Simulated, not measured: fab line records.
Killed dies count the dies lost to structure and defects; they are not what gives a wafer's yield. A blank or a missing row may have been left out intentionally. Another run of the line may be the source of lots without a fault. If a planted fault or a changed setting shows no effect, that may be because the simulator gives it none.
Which of the tools did it? || flow nand harc || 18 wafers from 6 lots sampled at 2 of the route's 1302 steps

WHAT EACH GAUGE READ, for each wafer
NHARC_P_GATE_CD_MEAS_91: target cd 2000 nm.
{"lot": "L656", "measured": "day 7 02:59", "on": "cd sem-03", "cd nm (nm)": "1997.9 2001.0 1997.7"}
{"lot": "L659", "measured": "day 8 04:03", "on": "cd sem-03", "cd nm (nm)": "1999.9 2001.1 1999.2"}
{"lot": "L661", "measured": "day 8 21:01", "on": "cd sem-03", "cd nm (nm)": "1997.1 2000.7 1999.8"}
{"lot": "L666", "measured": "day 10 23:08", "on": "cd sem-03", "cd nm (nm)": "1985.5 1988.1 1987.4 1985.6 1988.3 1987.3"}
{"lot": "L671", "measured": "day 13 07:23", "on": "cd sem-03", "cd nm (nm)": "2000.7 1998.7 1998.2"}
{"lot": "L676", "measured": "day 15 04:40", "on": "cd sem-03", "cd nm (nm)": "2000.4 1998.9 2001.6"}

TOOL THAT RAN EACH LOT (tool first, then ch and the chambers of the sampled wafers, then the start)
{"lot": "L656", "NHARC_P_GATE_EXPOSE_88": "krf scanner-03 ch 0, day 7 02:50"}
{"lot": "L659", "NHARC_P_GATE_EXPOSE_88": "krf scanner-02 ch 0, day 8 03:54"}
{"lot": "L661", "NHARC_P_GATE_EXPOSE_88": "krf scanner-02 ch 0, day 8 20:52"}
{"lot": "L666", "NHARC_P_GATE_EXPOSE_88": "krf scanner-02 ch 0, day 10 22:59"}
{"lot": "L671", "NHARC_P_GATE_EXPOSE_88": "krf scanner-03 ch 0, day 13 07:14"}
{"lot": "L676", "NHARC_P_GATE_EXPOSE_88": "krf scanner-04 ch 0, day 15 04:30"}
- NHARC_P_GATE_EXPOSE_88: exposes mask P HVN, target cd 2000 nm.

THE ANSWER, worked out from the rows above alone
Rule: the usual values come from the lots themselves. Put in order of their means at a reading, lots are off if they are a third of the lots or fewer, leave a main group of 4 or more, and stand apart from it by a gap of 3 or more times the standard deviation of the main group's means; of several such gaps the widest counts. If all means in a main group match to the digits the tables above print for the reading, that group is not used. A lot without any number at a reading at which 4 lots or more have one is off too. The other lots that the step has rows for count as sound.
Off: L666 (NHARC_P_GATE_CD_MEAS_91, cd nm). For the main group the mean is 1999.5 nm and the standard deviation 0.55.
A tool fits if, at a process step before that reading, it ran every lot that is off, and no sound lot after the first of them. Those tools and the gauges at NHARC_P_GATE_CD_MEAS_91 are tried in the same way. One fits: krf scanner-02 at NHARC_P_GATE_EXPOSE_88. A fault onset in the window from L661 (day 8 20:52, its last sound lot) to L666 (day 10 22:59, its first lot off) fits.

WHAT THE SIMULATOR PUT IN
Process parameter drift: krf scanner-02, from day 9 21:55 on, at NHARC_P_GATE_EXPOSE_88. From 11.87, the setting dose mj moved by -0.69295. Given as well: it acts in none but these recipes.
Shown lots that were struck: L666. The same result came from the rule above.
